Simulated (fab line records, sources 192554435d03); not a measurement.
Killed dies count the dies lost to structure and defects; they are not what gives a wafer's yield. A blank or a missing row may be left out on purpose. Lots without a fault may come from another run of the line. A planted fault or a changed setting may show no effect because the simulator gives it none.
fab line records | flow n5Finfet
record lots=10 | wafers=29 | lastDay=17
route steps=1938 shown BEOL_M12@1642 BEOL_M13@1659
lots with no fault: from the same line, run without faults
startH: hours from the record's first day to the start of the lot's first wafer shown | waitH: how many hours have passed since the lot's step before this one | " identical to the entry in the row above | L1.1+2: a row that stands for several wafers | - value missing, or start not given | * or withheld: withheld | < > ~ a bound
route shown NAME@n: names a module that has steps shown in the file, with the first one's number in the route | usual: the fault-free wafers' mean and standard deviation | same: alike in all rows | chamber/n: place in a boat | sites: the reading at each site | _std_site: the standard deviation of these | _edge_site: the outer-site mean with the inner-site mean subtracted | radiusMm: for every site, how far away it sits from the centre of the wafer | mask NAME#n: copy n | behind: the most recent tool/chamber to have shaped the wafer | hold: reason for holding the lot/hours on hold/outcome of the hold | device: whichever transistor did not switch (one of n, p or np) | end of line: at the end of the route, the tests of the same wafers | where a step has no rows: the recipe by itself | killed: dies that structure and defects cost at the first sort, which is not the same as the wafer's yield | map: a wafer's dies, x killed, . not, _ none there
set.NAME: setting as actually run; set.NAME@STEP: the setting as run at that earlier step | model.NAME: the simulator's own value behind a step, which no gauge read
a sample of lots followed through the steps of the route, with each step as a table and each wafer as a row
services: from which hour (startH, from the record's first day; less than 0 if before it) a tool's chamber was out of use, for how many hours, and why
## steps
# step N5_BEOL_M12_STRIP_37
# recipe chemistry=N2/H2 | powerW=1000 | tempC=250 | h2Frac=0.65 | overashFraction=0.3 | pressureMtorr=withheld | n2FlowSccm=1750 | h2FlowSccm=3250
# usual drypumpMotorCurrentA=5.84/0.049 | heaterPowerW=354/39 | oesProductAu=0.791/0.0099
lot.wafer | tool           | chamber | startH | waitH | drypumpMotorCurrentA | heaterPowerW | oesProductAu | rfHoursCounterH
L898.3    | plasmaAsher-01 | 0       | 254.81 | 0.1   | 5.84                 | 361          | 0.791        | -
L898.5    | "              | 0       | "      | "     | 5.83                 | 367          | 0.770        | -
L898.6    | "              | 1       | "      | "     | 5.86                 | 306          | 0.795        | -
L899.1    | plasmaAsher-01 | 0       | 263.71 | 0.0   | 5.84                 | 360          | 0.805        | 125
L899.4    | "              | 1       | "      | "     | 5.78                 | 315          | 0.804        | -
L899.5    | "              | 1       | "      | "     | 5.82                 | 305          | 0.779        | -
L902.2    | plasmaAsher-02 | 0       | 271.31 | 0.0   | 5.93                 | 407          | 0.798        | 74
L902.3    | "              | 0       | "      | "     | 5.92                 | 414          | 0.794        | -
L902.5    | "              | 1       | "      | "     | 5.73                 | 338          | 0.792        | -
L904.2    | plasmaAsher-02 | 0       | 293.96 | 0.0   | 5.89                 | 420          | 0.789        | 77
L904.4    | "              | 0       | "      | "     | 5.89                 | 412          | 0.781        | -
L904.5    | "              | 0       | "      | "     | 5.88                 | 409          | 0.783        | -
L910.2    | plasmaAsher-01 | 1       | 322.36 | 0.0   | 5.84                 | 306          | 0.789        | 137
L910.4    | "              | 0       | "      | "     | 5.82                 | 368          | 0.782        | -
L914.1    | plasmaAsher-01 | 0       | 348.39 | 0.0   | 5.86                 | 364          | 0.789        | 141
L914.2    | "              | 1       | "      | "     | 5.84                 | 307          | 0.796        | 141
L914.5    | "              | 0       | "      | "     | 5.86                 | 363          | 0.796        | -
L915.1    | plasmaAsher-02 | 1       | 353.70 | 0.0   | 5.77                 | 334          | 0.804        | 88
L915.4    | "              | 0       | "      | "     | 5.90                 | 402          | 0.802        | -
L915.5    | "              | 0       | "      | "     | 5.88                 | 416          | 0.786        | -
L916.1    | plasmaAsher-02 | 0       | 354.95 | 0.3   | 5.92                 | 405          | 0.812        | 89
L916.2    | "              | 1       | "      | "     | 5.75                 | 336          | 0.785        | 89
L916.5    | "              | 1       | "      | "     | 5.77                 | 321          | 0.787        | -
L917.2    | plasmaAsher-02 | 1       | 356.36 | 0.1   | 5.78                 | 342          | 0.794        | 90
L917.3    | "              | 1       | "      | "     | 5.75                 | 325          | 0.798        | -
L917.5    | "              | 1       | "      | "     | 5.77                 | 337          | 0.789        | -
L918.2    | plasmaAsher-01 | 1       | 367.78 | 0.0   | 5.87                 | 306          | 0.781        | 143
L918.4    | "              | 1       | "      | "     | 5.86                 | 310          | 0.782        | -
L918.6    | "              | 1       | "      | "     | 5.83                 | 299          | 0.775        | -
# step N5_BEOL_M12_PRE_CLEAN_42
# recipe gas=H2/He | timeS=30 | tempC=250
# usual heaterPowerW=324/27
lot.wafer | tool          | chamber | startH | waitH | heaterPowerW
L898.3    | pvdSputter-01 | -       | 256.22 | 0.0   | 312
L898.5    | "             | -       | "      | "     | 310
L898.6    | "             | -       | "      | "     | 350
L899.1    | pvdSputter-03 | -       | 265.65 | 0.0   | 354
L899.4    | "             | -       | "      | "     | 341
L899.5    | "             | -       | "      | "     | 324
L902.2    | pvdSputter-01 | -       | 273.60 | 0.0   | 316
L902.3    | "             | -       | "      | "     | 315
L902.5    | "             | -       | "      | "     | 315
L904.2    | pvdSputter-01 | -       | 296.70 | 0.0   | 349
L904.4    | "             | -       | "      | "     | 259
L904.5    | "             | -       | "      | "     | 312
L910.2    | pvdSputter-02 | -       | 323.27 | 0.0   | 328
L910.4    | "             | -       | "      | "     | 347
L914.1    | pvdSputter-02 | -       | 349.84 | 0.0   | 351
L914.2    | "             | -       | "      | "     | 324
L914.5    | "             | -       | "      | "     | 349
L915.1    | pvdSputter-01 | -       | 356.62 | 0.0   | 268
L915.4    | "             | -       | "      | "     | 314
L915.5    | "             | -       | "      | "     | 309
L916.1    | pvdSputter-02 | -       | 358.05 | 0.0   | 345
L916.2    | "             | -       | "      | "     | 345
L916.5    | "             | -       | "      | "     | 350
L917.2    | pvdSputter-01 | -       | 358.06 | 0.0   | 353
L917.3    | "             | -       | "      | "     | 312
L917.5    | "             | -       | "      | "     | 313
L918.2    | pvdSputter-01 | -       | 369.56 | 0.0   | 316
L918.4    | "             | -       | "      | "     | 267
L918.6    | "             | -       | "      | "     | 354
# step N5_BEOL_M12_INSPECT_55
# recipe inspectInstrument=darkfield | mode=postDep
# usual rawDefectCount=75/26
lot.wafer | tool             | chamber | startH | waitH | rawDefectCount
L898.3    | defectInspect-01 | -       | 257.44 | 0.0   | 119
L898.5    | "                | -       | "      | "     | 76
L898.6    | "                | -       | "      | "     | 47
L899.1    | defectInspect-01 | -       | 267.14 | 0.0   | 46
L899.4    | "                | -       | "      | "     | 57
L899.5    | "                | -       | "      | "     | 44
L902.2    | defectInspect-01 | -       | 274.81 | 0.0   | 74
L902.3    | "                | -       | "      | "     | 72
L902.5    | "                | -       | "      | "     | 98
L904.2    | defectInspect-02 | -       | 297.91 | 0.0   | 79
L904.4    | "                | -       | "      | "     | 71
L904.5    | "                | -       | "      | "     | 62
L910.2    | defectInspect-01 | -       | 324.69 | 0.0   | 62
L910.4    | "                | -       | "      | "     | 50
L914.1    | defectInspect-02 | -       | 351.04 | 0.0   | 63
L914.2    | "                | -       | "      | "     | 45
L914.5    | "                | -       | "      | "     | 42
L915.1    | defectInspect-01 | -       | 357.84 | 0.0   | 117
L915.4    | "                | -       | "      | "     | 112
L915.5    | "                | -       | "      | "     | 99
L916.1    | defectInspect-01 | -       | 359.26 | 0.0   | 51
L916.2    | "                | -       | "      | "     | 72
L916.5    | "                | -       | "      | "     | 68
L917.2    | defectInspect-02 | -       | 359.53 | 0.0   | 52
L917.3    | "                | -       | "      | "     | 97
L917.5    | "                | -       | "      | "     | 112
L918.2    | defectInspect-01 | -       | 370.95 | 0.0   | 38
L918.4    | "                | -       | "      | "     | 77
L918.6    | "                | -       | "      | "     | 50
# step N5_BEOL_M13_ILD_DEP_00
# recipe material=SiOC | targetThkA=8379.2 | tempC=350 | precursor=DEMS/O2 | pressureTorr=5 | rfW=500 | timeS=166.4
# usual heaterPowerW=417/60 | runLengthS=211.3/0.39 | showerheadPlenumPTorr=5.692/0.015 | throttleValvePct=11.9/0.5
lot.wafer | tool     | chamber | startH | waitH | heaterPowerW | runLengthS | showerheadPlenumPTorr | throttleValvePct
L898.3    | pecvd-01 | 0       | 257.47 | 0.0   | 392          | 211.1      | 5.695                 | 11.9
L898.5    | "        | 2       | "      | "     | 356          | 210.9      | 5.697                 | 12.1
L898.6    | "        | 0       | "      | "     | 413          | 211.1      | 5.691                 | 12.1
L899.1    | pecvd-01 | 2       | 267.18 | 0.0   | 303          | 211.8      | 5.702                 | 12.0
L899.4    | "        | 2       | "      | "     | 337          | 210.8      | 5.718                 | 11.8
L899.5    | "        | 0       | "      | "     | 403          | 211.8      | 5.700                 | 12.2
L902.2    | pecvd-02 | 0       | 274.84 | 0.0   | 417          | 212.1      | 5.663                 | 12.6
L902.3    | "        | 2       | "      | "     | 453          | 211.1      | 5.709                 | 10.9
L902.5    | "        | 1       | "      | "     | 408          | 211.9      | 5.715                 | 12.3
L904.2    | pecvd-02 | 1       | 297.94 | 0.0   | 462          | 211.0      | 5.707                 | 12.4
L904.4    | "        | 1       | "      | "     | 488          | 211.2      | 5.699                 | 12.1
L904.5    | "        | 2       | "      | "     | 491          | 211.5      | 5.700                 | 11.1
L910.2    | pecvd-02 | 2       | 324.73 | 0.0   | 478          | 146.8      | 5.702                 | 11.0
L910.4    | "        | 2       | "      | "     | 405          | 211.2      | 5.712                 | 10.9
L914.1    | pecvd-01 | 0       | 351.12 | 0.1   | 379          | 211.6      | 5.702                 | 12.2
L914.2    | "        | 1       | "      | "     | 359          | 211.1      | 5.683                 | 12.0
L914.5    | "        | 1       | "      | "     | 378          | 210.7      | 5.678                 | 11.6
L915.1    | pecvd-03 | 2       | 357.87 | 0.0   | 523          | 211.3      | 5.677                 | 11.3
L915.4    | "        | 2       | "      | "     | 427          | 211.7      | 5.670                 | 11.6
L915.5    | "        | 0       | "      | "     | 478          | 211.7      | 5.682                 | 11.3
L916.1    | pecvd-01 | 1       | 359.29 | 0.0   | 369          | 210.9      | 5.694                 | 11.9
L916.2    | "        | 2       | "      | "     | 314          | 211.3      | 5.698                 | 11.8
L916.5    | "        | 2       | "      | "     | 339          | 211.1      | 5.699                 | 11.9
L917.2    | pecvd-01 | 0       | 359.56 | 0.0   | 370          | 211.6      | 5.704                 | 12.0
L917.3    | "        | 2       | "      | "     | 346          | 211.3      | 5.705                 | 12.1
L917.5    | "        | 0       | "      | "     | 389          | 211.0      | 5.697                 | 11.7
L918.2    | pecvd-03 | 0       | 370.99 | 0.0   | 492          | 211.2      | 5.684                 | 11.6
L918.4    | "        | 0       | "      | "     | 404          | 211.2      | 5.679                 | 11.6
L918.6    | "        | 0       | "      | "     | 442          | 211.6      | 5.695                 | 11.9
# step N5_BEOL_M13_THK_MEAS_01
# recipe reads=SiOC_of_BEOL_M13_ILD_DEP_00
# usual M13_ILD_THK=838/9.4
lot.wafer | tool         | chamber | startH | waitH | M13_ILD_THK[nm]
L898.3    | filmMetro-02 | -       | 257.62 | 0.1   | 836
L898.5    | "            | -       | "      | "     | 842
L898.6    | "            | -       | "      | "     | 854
L899.1    | filmMetro-01 | -       | 267.33 | 0.1   | 839
L899.4    | "            | -       | "      | "     | 855
L899.5    | "            | -       | "      | "     | 852
L902.2    | filmMetro-02 | -       | 275.00 | 0.1   | 827
L902.3    | "            | -       | "      | "     | 828
L902.5    | "            | -       | "      | "     | 836
L904.2    | filmMetro-01 | -       | 298.10 | 0.1   | 830
L904.4    | "            | -       | "      | "     | 841
L904.5    | "            | -       | "      | "     | 836
L910.2    | filmMetro-02 | -       | 324.88 | 0.1   | 517
L910.4    | "            | -       | "      | "     | 845
L914.1    | filmMetro-01 | -       | 351.27 | 0.1   | 828
L914.2    | "            | -       | "      | "     | 825
L914.5    | "            | -       | "      | "     | 827
L915.1    | filmMetro-01 | -       | 358.02 | 0.1   | 825
L915.4    | "            | -       | "      | "     | 841
L915.5    | "            | -       | "      | "     | 848
L916.1    | filmMetro-01 | -       | 359.45 | 0.1   | 829
L916.2    | "            | -       | "      | "     | 824
L916.5    | "            | -       | "      | "     | 848
L917.2    | filmMetro-01 | -       | 359.72 | 0.1   | 836
L917.3    | "            | -       | "      | "     | 831
L917.5    | "            | -       | "      | "     | 842
L918.2    | filmMetro-01 | -       | 371.20 | 0.2   | 817
L918.4    | "            | -       | "      | "     | 838
L918.6    | "            | -       | "      | "     | 841
# step N5_BEOL_M13_STRIP_63
# recipe chemistry=N2/H2 | powerW=1000 | tempC=250 | h2Frac=0.65 | overashFraction=0.3 | pressureMtorr=1000 | n2FlowSccm=1750 | h2FlowSccm=3250
# usual drypumpMotorCurrentA=5.84/0.046 | heaterPowerW=353/39 | oesProductAu=0.674/0.0046 | stripTimeToEndpointS=27.9/0.94
lot.wafer | tool           | chamber | startH | waitH | drypumpMotorCurrentA | heaterPowerW | oesProductAu | rfHoursCounterH | stripTimeToEndpointS
L898.3    | plasmaAsher-02 | 0       | 258.82 | -     | 5.89                 | 407          | 0.680        | -               | 27.5
L898.5    | "              | 0       | "      | "     | 5.89                 | 406          | 0.669        | -               | 26.8
L898.6    | "              | 1       | "      | "     | 5.78                 | 332          | 0.680        | -               | 25.7
L899.1    | plasmaAsher-01 | 0       | 268.05 | -     | 5.85                 | 361          | 0.684        | 126             | 27.8
L899.4    | "              | 0       | "      | "     | 5.85                 | 355          | 0.672        | -               | 26.1
L899.5    | "              | 1       | "      | "     | 5.86                 | 306          | 0.671        | -               | 26.6
L902.2    | plasmaAsher-02 | 1       | 275.95 | -     | 5.80                 | 329          | 0.675        | 74              | 27.9
L902.3    | "              | 1       | "      | "     | 5.78                 | 330          | 0.676        | -               | 28.7
L902.5    | "              | 1       | "      | "     | 5.79                 | 336          | 0.673        | -               | 28.0
L904.2    | plasmaAsher-01 | 1       | 298.81 | -     | 5.85                 | 308          | 0.679        | 131             | 29.4
L904.4    | "              | 0       | "      | "     | 5.84                 | 351          | 0.676        | -               | 27.8
L904.5    | "              | 0       | "      | "     | 5.83                 | 364          | 0.676        | -               | 28.9
L910.2    | plasmaAsher-01 | 0       | 325.60 | -     | 5.82                 | 362          | 0.702        | 137             | 54.0
L910.4    | "              | 1       | "      | "     | 5.84                 | 307          | 0.677        | -               | 27.5
L914.1    | plasmaAsher-02 | 1       | 352.16 | -     | 5.84                 | 331          | 0.666        | 88              | 29.0
L914.2    | "              | 0       | "      | "     | 5.87                 | 396          | 0.675        | 88              | 29.6
L914.5    | "              | 0       | "      | "     | 5.90                 | 412          | 0.670        | -               | 29.3
L915.1    | plasmaAsher-02 | 0       | 359.01 | -     | 5.90                 | 401          | 0.673        | 91              | 29.5
L915.4    | "              | 0       | "      | "     | 5.92                 | 402          | 0.666        | -               | 27.2
L915.5    | "              | 0       | "      | "     | 5.90                 | 410          | 0.668        | -               | 26.9
L916.1    | plasmaAsher-01 | 1       | 360.43 | -     | 5.85                 | 304          | 0.666        | 142             | 28.1
L916.2    | "              | 0       | "      | "     | 5.84                 | 352          | 0.668        | 142             | 28.4
L916.5    | "              | 0       | "      | "     | 5.82                 | 365          | 0.675        | -               | 27.4
L917.2    | plasmaAsher-02 | 1       | 360.48 | -     | 5.78                 | 328          | 0.675        | 92              | 28.7
L917.3    | "              | 1       | "      | "     | 5.77                 | 331          | 0.675        | -               | 28.4
L917.5    | "              | 0       | "      | "     | 5.89                 | 410          | 0.679        | -               | 28.8
L918.2    | plasmaAsher-01 | 1       | 372.19 | -     | 5.88                 | 304          | 0.675        | 144             | 29.8
L918.4    | "              | 0       | "      | "     | 5.85                 | 356          | 0.676        | -               | 28.6
L918.6    | "              | 0       | "      | "     | 5.86                 | 365          | 0.679        | -               | 27.9
## services
tool           | chamber | startH | hours | kind
pecvd-01       | 0       | 233.76 | 9.1   | repair
pecvd-02       | 1       | 242.54 | 2.1   | repair
plasmaAsher-02 | -       | 261.19 | 2.8   | pm
pecvd-03       | -       | 263.84 | 1.6   | repair
pecvd-02       | -       | 266.62 | 1.8   | repair
plasmaAsher-01 | -       | 282.59 | 1.4   | repair
pecvd-02       | 2       | 307.08 | 5.5   | scheduledDown
pecvd-03       | -       | 307.52 | 3.1   | repair
plasmaAsher-02 | -       | 307.61 | 2.4   | repair
pecvd-02       | 1       | 314.62 | -     | calibration
pecvd-01       | -       | 316.10 | 14.6  | pm
pecvd-02       | 2       | 325.63 | 3.6   | repair
pvdSputter-03  | -       | 340.21 | 4.5   | repair
plasmaAsher-01 | -       | 349.76 | 10.1  | repair
pecvd-03       | -       | 350.19 | 1.3   | repair
pecvd-03       | -       | 365.61 | 4.8   | repair
## key
firstSign step=N5_BEOL_M13_ILD_DEP_00 | reading=runLengthS | direction=down | sigmas=99+ | usual=* | struck=*
effect step=N5_BEOL_M13_THK_MEAS_01 | reading=M13_ILD_THK | direction=down | sigmas=34 | usual=838 | struck=517
effect step=N5_BEOL_M13_STRIP_63 | reading=stripTimeToEndpointS | direction=up | sigmas=28 | usual=* | struck=*
metAt N5_BEOL_M13_ILD_DEP_00
struckLots L910
struckWafers L910.2
notActingAt N5_BEOL_M12_STRIP_37,N5_BEOL_M12_PRE_CLEAN_42,N5_BEOL_M12_INSPECT_55
onsetBetween 297.94 324.73
fault kind=processParameterDrift | tool=pecvd-02 | chamber=- | onsetH=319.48 | steps=N5_BEOL_M13_ILD_DEP_00 | channel=timeS | offset=* | shape=step | endH=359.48 | scope=struckWafersOnly | actsIn=* | stated=*
